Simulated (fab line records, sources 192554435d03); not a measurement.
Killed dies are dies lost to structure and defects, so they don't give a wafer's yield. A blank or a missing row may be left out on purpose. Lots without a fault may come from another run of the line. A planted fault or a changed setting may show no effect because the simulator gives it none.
Which tool did it? | flow n5_finfet | 24 lots, 72 wafers sampled, at 6 steps of a route of 1938

WHAT THE GAUGES READ, wafer by wafer
N5_BEOL_M8_CD_MEAS_35: target cd 40 nm. Usual: cd_nm 40.0 nm, standard deviation 0.51.
lot  | measured     | on        | cd_nm (nm)     | flag
L074 | day 10 09:17 | cd_sem-02 | 40.0 40.0 39.9 |
L075 | day 11 12:07 | cd_sem-03 | 40.0 39.6 39.7 |
L077 | day 11 23:10 | cd_sem-02 | 40.6 40.5 41.1 |
L076 | day 12 07:48 | cd_sem-01 | 39.8 39.6 39.9 |
L078 | day 12 17:02 | cd_sem-01 | 39.8 39.6 40.0 |
L079 | day 12 19:44 | cd_sem-03 | 40.7 40.0 39.9 |
L080 | day 13 07:46 | cd_sem-02 | 39.6 38.4 39.6 |
L081 | day 14 18:55 | cd_sem-01 | 39.3 39.4 39.3 |
L083 | day 15 16:46 | cd_sem-03 | 40.3 41.0 40.9 |
L084 | day 15 17:02 | cd_sem-01 | 39.2 38.9 39.5 |
L085 | day 16 01:00 | cd_sem-02 | 39.9 40.1 40.4 |
L086 | day 16 12:33 | cd_sem-02 | 40.7 40.4 40.8 |
L087 | day 16 22:00 | cd_sem-03 | 40.5 41.0 41.1 |
L090 | day 16 23:30 | cd_sem-02 | 40.1 40.8 40.9 |
L088 | day 17 10:58 | cd_sem-01 | 39.3 40.2 40.0 |
L095 | day 18 00:50 | cd_sem-02 | 40.0 39.5 40.5 |
L097 | day 18 00:55 | cd_sem-01 | 39.9 39.9 40.0 |
L091 | day 18 07:10 | cd_sem-01 | 40.0 40.0 40.4 |
L092 | day 18 16:36 | cd_sem-02 | 39.6 40.4 40.8 |
L089 | day 19 00:53 | cd_sem-03 | 40.9 40.6 40.0 |
L094 | day 19 01:10 | cd_sem-01 | 39.7 40.2 40.2 |
L093 | day 19 01:17 | cd_sem-01 | 39.6 39.5 39.4 |
L082 | day 19 08:13 | cd_sem-03 | 40.2 40.3 40.2 |
L096 | day 19 09:29 | cd_sem-03 | 40.0 39.7 40.3 |

N5_BEOL_M9_THK_MEAS_01. Usual: M9_ILD_THK 268 nm, standard deviation 3.1.
lot  | measured     | on            | M9_ILD_THK (nm) | flag
L074 | day 10 12:20 | film_metro-02 | 265 266 268     |
L075 | day 11 17:41 | film_metro-02 | 265 269 267     |
L077 | day 12 03:22 | film_metro-02 | 269 268 269     |
L076 | day 12 12:44 | film_metro-02 | 269 273 271     |
L078 | day 12 19:55 | film_metro-02 | 269 267 266     |
L079 | day 13 00:17 | film_metro-01 | 264 264 269     |
L080 | day 13 10:38 | film_metro-01 | 267 265 268     |
L081 | day 14 22:23 | film_metro-02 | 269 269 273     |
L083 | day 15 19:39 | film_metro-02 | 266 269 273     |
L084 | day 15 21:18 | film_metro-01 | 266 268 268     |
L085 | day 16 05:39 | film_metro-01 | 263 266 271     |
L086 | day 16 15:38 | film_metro-01 | 266 270 273     |
L087 | day 17 02:41 | film_metro-02 | 267 271 272     |
L090 | day 17 02:45 | film_metro-01 | 268 266 269     |
L088 | day 17 14:58 | film_metro-01 | 267 268 263     |
L095 | day 18 05:03 | film_metro-01 | 270 269 272     |
L097 | day 18 05:04 | film_metro-02 | 266 270 273     |
L091 | day 18 10:46 | film_metro-01 | 265 265 268     |
L092 | day 18 19:21 | film_metro-02 | 266 267 269     |
L089 | day 19 04:35 | film_metro-01 | 264 268 265     |
L094 | day 19 04:42 | film_metro-02 | 265 265 269     |
L093 | day 19 06:01 | film_metro-02 | 267 271 270     |
L082 | day 19 11:45 | film_metro-02 | 265 267 273     |
L096 | day 19 13:41 | film_metro-01 | 270 274 275     |

N5_BEOL_M9_CD_MEAS_18: pitch 140 nm, target cd 70 nm. Usual: cd_nm 70.0 nm, standard deviation 0.47.
lot  | measured     | on        | cd_nm (nm)     | flag
L074 | day 10 13:49 | cd_sem-03 | 70.6 70.7 70.1 |
L075 | day 11 18:56 | cd_sem-03 | 70.9 69.5 69.8 |
L077 | day 12 04:31 | cd_sem-02 | 69.6 69.8 69.7 |
L076 | day 12 14:06 | cd_sem-01 | 70.1 70.2 70.1 |
L078 | day 12 22:44 | cd_sem-02 | 70.4 70.4 70.1 |
L079 | day 13 01:26 | cd_sem-02 | 69.8 69.0 70.1 |
L080 | day 13 12:34 | cd_sem-01 | 70.0 70.5 69.8 |
L081 | day 14 23:59 | cd_sem-03 | 70.2 70.0 69.9 |
L083 | day 15 22:07 | cd_sem-01 | 70.5 70.2 70.1 |
L084 | day 15 23:05 | cd_sem-01 | 70.6 71.0 70.4 |
L085 | day 16 08:43 | cd_sem-03 | 70.2 70.3 70.7 |
L086 | day 16 17:33 | cd_sem-03 | 70.2 69.2 69.7 |
L087 | day 17 04:23 | cd_sem-03 | 69.4 69.6 69.5 |
L090 | day 17 04:28 | cd_sem-03 | 70.0 70.2 70.0 |
L088 | day 17 16:08 | cd_sem-01 | 69.8 70.1 70.5 |
L095 | day 18 08:10 | cd_sem-03 | 70.1 70.3 70.0 |
L097 | day 18 08:28 | cd_sem-01 | 70.1 70.8 70.7 |
L091 | day 18 12:21 | cd_sem-01 | 69.7 70.1 69.3 |
L092 | day 18 21:14 | cd_sem-03 | 69.8 69.5 69.9 |
L089 | day 19 06:29 | cd_sem-01 | 69.7 70.5 69.9 |
L094 | day 19 06:41 | cd_sem-02 | 69.7 69.5 69.7 |
L093 | day 19 09:25 | cd_sem-02 | 70.8 70.7 70.4 |
L082 | day 19 14:45 | cd_sem-03 | 69.9 70.1 70.4 |
L096 | day 19 15:16 | cd_sem-01 | 69.5 70.3 69.9 |

WHICH TOOL RAN EACH LOT (tool, then ch and the chambers of the sampled wafers, then the start)
lot  | N5_BEOL_M8_ETCH_72                 | N5_BEOL_M8_STRIP_80                           | N5_BEOL_M9_PECVD_70
L074 | rie_diel-02 ch 0,1,2, day 10 08:44 | rie_diel-02 ch 0,1,2, day 10 09:17 or earlier | pecvd-01 ch 0,2, day 10 12:22
L075 | rie_diel-02 ch 1,3, day 11 11:34   | rie_diel-02 ch 1,3, day 11 12:07 or earlier   | pecvd-03 ch 0,1,2, day 11 17:43
L077 | rie_diel-02 ch 1,3, day 11 22:37   | rie_diel-02 ch 1,3, day 11 23:10 or earlier   | pecvd-02 ch 0,2, day 12 03:24
L076 | rie_diel-04 ch 0,1,2, day 12 07:15 | rie_diel-04 ch 0,1,2, day 12 07:48 or earlier | pecvd-02 ch 1,2, day 12 12:47
L078 | rie_diel-04 ch 2,3, day 12 16:28   | rie_diel-04 ch 2,3, day 12 17:02 or earlier   | pecvd-01 ch 0,1,2, day 12 19:58
L079 | rie_diel-02 ch 1,2,3, day 12 19:11 | rie_diel-02 ch 1,2,3, day 12 19:44 or earlier | pecvd-03 ch 0,1,2, day 13 00:19
L080 | rie_diel-02 ch 0,2, day 13 07:13   | rie_diel-02 ch 0,2, day 13 07:46 or earlier   | pecvd-03 ch 1,2, day 13 10:40
L081 | rie_diel-05 ch 0,1,2, day 14 18:21 | rie_diel-05 ch 0,1,2, day 14 18:55 or earlier | pecvd-03 ch 0,2, day 14 22:26
L083 | rie_diel-04 ch 1,2,3, day 15 16:13 | rie_diel-04 ch 1,2,3, day 15 16:46 or earlier | pecvd-03 ch 0,1,2, day 15 19:41
L084 | rie_diel-02 ch 0,1,3, day 15 16:29 | rie_diel-02 ch 0,1,3, day 15 17:02 or earlier | pecvd-02 ch 0,1, day 15 21:21
L085 | rie_diel-04 ch 0,2,3, day 16 00:27 | rie_diel-04 ch 0,2,3, day 16 01:00 or earlier | pecvd-02 ch 0,1, day 16 05:41
L086 | rie_diel-05 ch 1,2,3, day 16 12:00 | rie_diel-05 ch 1,2,3, day 16 12:33 or earlier | pecvd-02 ch 0,1,2, day 16 15:40
L087 | rie_diel-02 ch 2,3, day 16 21:27   | rie_diel-02 ch 2,3, day 16 22:00 or earlier   | pecvd-01 ch 0,2, day 17 02:43
L090 | rie_diel-05 ch 1,3, day 16 22:56   | rie_diel-05 ch 1,3, day 16 23:30 or earlier   | pecvd-02 ch 0,2, day 17 02:47
L088 | rie_diel-05 ch 1,3, day 17 10:24   | rie_diel-05 ch 1,3, day 17 10:58 or earlier   | pecvd-02 ch 1,2, day 17 14:59
L095 | rie_diel-04 ch 1,2,3, day 18 00:17 | rie_diel-04 ch 1,2,3, day 18 00:50 or earlier | pecvd-01 ch 0,1,2, day 18 05:06
L097 | rie_diel-05 ch 0,2, day 18 00:22   | rie_diel-05 ch 0,2, day 18 00:55 or earlier   | pecvd-02 ch 1,2, day 18 05:07
L091 | rie_diel-05 ch 0,1,2, day 18 06:37 | rie_diel-05 ch 0,1,2, day 18 07:10 or earlier | pecvd-02 ch 0,1,2, day 18 10:49
L092 | rie_diel-05 ch 0,2, day 18 16:02   | rie_diel-05 ch 0,2, day 18 16:36 or earlier   | pecvd-02 ch 1,2, day 18 19:23
L089 | rie_diel-02 ch 1,2,3, day 19 00:19 | rie_diel-02 ch 1,2,3, day 19 00:53 or earlier | pecvd-03 ch 0,1,2, day 19 04:38
L094 | rie_diel-04 ch 0,3, day 19 00:37   | rie_diel-04 ch 0,3, day 19 01:10 or earlier   | pecvd-02 ch 1,2, day 19 04:44
L093 | rie_diel-02 ch 0,1,2, day 19 00:43 | rie_diel-02 ch 0,1,2, day 19 01:17 or earlier | pecvd-03 ch 0,1,2, day 19 06:04
L082 | rie_diel-02 ch 0,3, day 19 07:40   | rie_diel-02 ch 0,3, day 19 08:13 or earlier   | pecvd-02 ch 1,2, day 19 11:47
L096 | rie_diel-02 ch 0,2,3, day 19 08:56 | rie_diel-02 ch 0,2,3, day 19 09:29 or earlier | pecvd-01 ch 0,1,2, day 19 13:43
- N5_BEOL_M8_ETCH_72: etches underlayer in N2/H2, target depth 6.5 nm, time 5.2 s.
- N5_BEOL_M8_STRIP_80: strips in N2/H2, time 10 s.
- N5_BEOL_M9_PECVD_70: deposits SiO2 from TEOS/O2, target thk 20 nm, time 22.7 s.

WHAT THE TOOLS THEMSELVES READ (means of the sampled wafers that have a number; where no wafer has one, the mark that the record gives instead)
N5_BEOL_M8_ETCH_72. Usual: drypump_motor_current_A 5.7 A, standard deviation 0.34; etch_rf_on_time_s 5.20 s, standard deviation 0.09; oes_product_au 0.68 a.u., standard deviation 0.076; rf_vpp_V 525.0 V, standard deviation 3; showerhead_plenum_p_Torr 2.58 Torr, standard deviation 0.1; throttle_valve_pct 17.92 %, standard deviation 0.18.
lot  | tool        | drypump_motor_current_A (A) | etch_rf_on_time_s (s) | oes_product_au (a.u.) | rf_vpp_V (V) | showerhead_plenum_p_Torr (Torr) | throttle_valve_pct (%) | flag
L074 | rie_diel-02 | 5.7                         | 5.21                  | 0.63                  | 523.9        | 2.58                            | 17.91                  |
L075 | rie_diel-02 | 5.7                         | 5.29                  | 0.62                  | 522.8        | 2.50                            | 18.00                  |
L077 | rie_diel-02 | 5.7                         | 5.24                  | 0.63                  | 525.3        | 2.56                            | 17.95                  |
L076 | rie_diel-04 | 5.6                         | 5.20                  | 0.69                  | 523.6        | 2.56                            | 17.89                  |
L078 | rie_diel-04 | 5.1                         | 5.28                  | 0.65                  | 523.5        | 2.52                            | 17.89                  |
L079 | rie_diel-02 | 5.7                         | 5.25                  | 0.63                  | 525.9        | 2.57                            | 18.03                  |
L080 | rie_diel-02 | 5.6                         | 5.17                  | 0.62                  | 524.2        | 2.58                            | 18.03                  |
L081 | rie_diel-05 | 5.8                         | 5.14                  | 0.75                  | 525.1        | 2.63                            | 17.85                  |
L083 | rie_diel-04 | 5.3                         | 5.16                  | 0.76                  | 522.4        | 2.51                            | 17.79                  |
L084 | rie_diel-02 | 5.6                         | 5.26                  | 0.60                  | 522.0        | 2.48                            | 17.97                  |
L085 | rie_diel-04 | 5.5                         | 5.08                  | 0.77                  | 526.5        | 2.59                            | 17.71                  |
L086 | rie_diel-05 | 5.9                         | 5.19                  | 0.70                  | 526.2        | 2.63                            | 17.89                  |
L087 | rie_diel-02 | 5.6                         | 5.33                  | 0.62                  | 522.9        | 2.49                            | 18.14                  |
L090 | rie_diel-05 | 5.8                         | 5.20                  | 0.68                  | 526.5        | 2.67                            | 17.92                  |
L088 | rie_diel-05 | 6.2                         | 5.21                  | 0.62                  | 526.8        | 2.63                            | 17.99                  |
L095 | rie_diel-04 | 5.3                         | 5.18                  | 0.73                  | 523.2        | 2.50                            | 17.83                  |
L097 | rie_diel-05 | 6.0                         | 5.19                  | 0.73                  | 524.2        | 2.59                            | 17.88                  |
L091 | rie_diel-05 | 5.8                         | 5.16                  | 0.73                  | 526.1        | 2.62                            | 17.89                  |
L092 | rie_diel-05 | 6.1                         | 5.17                  | 0.72                  | 525.8        | 2.58                            | 17.94                  |
L089 | rie_diel-02 | 5.7                         | 5.27                  | 0.59                  | 524.2        | 2.55                            | 18.11                  |
L094 | rie_diel-04 | 5.4                         | 5.14                  | 0.73                  | 526.6        | 2.61                            | 17.86                  |
L093 | rie_diel-02 | 5.7                         | 5.15                  | 0.67                  | 527.1        | 2.65                            | 17.88                  |
L082 | rie_diel-02 | 5.6                         | 5.28                  | 0.66                  | 523.7        | 2.50                            | 17.95                  |
L096 | rie_diel-02 | 5.6                         | 5.20                  | 0.67                  | 525.0        | 2.59                            | 17.96                  |

N5_BEOL_M8_STRIP_80. Usual: drypump_motor_current_A 5.7 A, standard deviation 0.34; oes_product_au 0.80 a.u., standard deviation 0.087; rf_vpp_V 59.4 V, standard deviation 0.92; showerhead_plenum_p_Torr 2.58 Torr, standard deviation 0.1; throttle_valve_pct 23.73 %, standard deviation 0.23.
lot  | tool        | drypump_motor_current_A (A) | oes_product_au (a.u.) | rf_vpp_V (V) | showerhead_plenum_p_Torr (Torr) | throttle_valve_pct (%) | flag
L074 | rie_diel-02 | 5.7                         | 0.74                  | 58.5         | 2.57                            | 23.70                  |
L075 | rie_diel-02 | 5.7                         | 0.74                  | 59.0         | 2.50                            | 23.78                  |
L077 | rie_diel-02 | 5.7                         | 0.73                  | 58.8         | 2.56                            | 23.71                  |
L076 | rie_diel-04 | 5.6                         | 0.81                  | 59.6         | 2.56                            | 23.68                  |
L078 | rie_diel-04 | 5.1                         | 0.77                  | 59.5         | 2.52                            | 23.63                  |
L079 | rie_diel-02 | 5.7                         | 0.74                  | 59.8         | 2.57                            | 23.84                  |
L080 | rie_diel-02 | 5.7                         | 0.74                  | 59.3         | 2.57                            | 23.85                  |
L081 | rie_diel-05 | 5.8                         | 0.88                  | 60.3         | 2.63                            | 23.73                  |
L083 | rie_diel-04 | 5.3                         | 0.89                  | 59.9         | 2.51                            | 23.62                  |
L084 | rie_diel-02 | 5.6                         | 0.70                  | 57.9         | 2.47                            | 23.70                  |
L085 | rie_diel-04 | 5.5                         | 0.89                  | 58.6         | 2.58                            | 23.52                  |
L086 | rie_diel-05 | 5.9                         | 0.81                  | 60.1         | 2.63                            | 23.68                  |
L087 | rie_diel-02 | 5.6                         | 0.73                  | 59.2         | 2.49                            | 23.95                  |
L090 | rie_diel-05 | 5.8                         | 0.79                  | 60.1         | 2.67                            | 23.76                  |
L088 | rie_diel-05 | 6.2                         | 0.72                  | 59.4         | 2.63                            | 23.75                  |
L095 | rie_diel-04 | 5.3                         | 0.85                  | 58.7         | 2.50                            | 23.64                  |
L097 | rie_diel-05 | 5.9                         | 0.86                  | 60.1         | 2.58                            | 23.67                  |
L091 | rie_diel-05 | 5.8                         | 0.85                  | 59.8         | 2.62                            | 23.75                  |
L092 | rie_diel-05 | 6.1                         | 0.83                  | 59.9         | 2.58                            | 23.80                  |
L089 | rie_diel-02 | 5.7                         | 0.71                  | 59.3         | 2.55                            | 23.90                  |
L094 | rie_diel-04 | 5.4                         | 0.86                  | 59.7         | 2.61                            | 23.77                  |
L093 | rie_diel-02 | 5.7                         | 0.79                  | 59.2         | 2.65                            | 23.67                  |
L082 | rie_diel-02 | 5.6                         | 0.78                  | 59.2         | 2.50                            | 23.70                  |
L096 | rie_diel-02 | 5.6                         | 0.79                  | 59.2         | 2.58                            | 23.76                  |

N5_BEOL_M9_PECVD_70. Usual: chamber_pressure_Torr 5.499 Torr, standard deviation 0.011; heater_power_w 694 W, standard deviation 73; showerhead_plenum_p_Torr 8.76 Torr, standard deviation 0.047; throttle_valve_pct 22.4 %, standard deviation 0.89.
lot  | tool     | chamber_pressure_Torr (Torr) | heater_power_w (W) | showerhead_plenum_p_Torr (Torr) | throttle_valve_pct (%) | flag
L074 | pecvd-01 | 5.509                        | 698                | 8.78                            | 23.1                   |
L075 | pecvd-03 | 5.497                        | 707                | 8.73                            | 22.2                   |
L077 | pecvd-02 | 5.487                        | 734                | 8.77                            | 22.6                   |
L076 | pecvd-02 | 5.493                        | 636                | 8.77                            | 21.9                   |
L078 | pecvd-01 | 5.492                        | 726                | 8.81                            | 22.4                   |
L079 | pecvd-03 | 5.495                        | 689                | 8.73                            | 22.4                   |
L080 | pecvd-03 | 5.500                        | 687                | 8.69                            | 22.2                   |
L081 | pecvd-03 | 5.501                        | 711                | 8.75                            | 21.5                   |
L083 | pecvd-03 | 5.491                        | 653                | 8.73                            | 22.3                   |
L084 | pecvd-02 | 5.507                        | 750                | 8.78                            | 22.5                   |
L085 | pecvd-02 | 5.491                        | 763                | 8.79                            | 22.5                   |
L086 | pecvd-02 | 5.497                        | 668                | 8.76                            | 22.4                   |
L087 | pecvd-01 | 5.502                        | 738                | 8.76                            | 23.3                   |
L090 | pecvd-02 | 5.504                        | 751                | 8.75                            | 22.6                   |
L088 | pecvd-02 | 5.507                        | 662                | 8.73                            | 22.1                   |
L095 | pecvd-01 | 5.496                        | 729                | 8.80                            | 22.5                   |
L097 | pecvd-02 | 5.505                        | 654                | 8.76                            | 22.0                   |
L091 | pecvd-02 | 5.496                        | 661                | 8.76                            | 22.4                   |
L092 | pecvd-02 | 5.494                        | 622                | 8.75                            | 21.9                   |
L089 | pecvd-03 | 5.507                        | 690                | 8.74                            | 22.5                   |
L094 | pecvd-02 | 5.485                        | 621                | 8.75                            | 22.3                   |
L093 | pecvd-03 | 5.512                        | 717                | 8.73                            | 22.4                   |
L082 | pecvd-02 | 5.492                        | 616                | 8.75                            | 22.0                   |
L096 | pecvd-01 | 5.496                        | 701                | 8.79                            | 22.7                   |

THE ANSWER, worked out from the rows above alone
Rule: a lot is off if the mean of its wafers that have a number lies more than 3 standard deviations from the usual mean. A lot without any number at a reading at which 4 lots or more have one is off too. The other lots that the step has rows for count as sound. The gauges are gone through in route order, then the tools' own readings, and for those a lot's mean is taken as printed above. The first step at which some lot is off is used, and at that step the reading that is off furthest; a lot without a number counts as furthest.
No lot is off at any reading shown: from this, nothing can be told.

WHAT THE SIMULATOR HAD PUT IN
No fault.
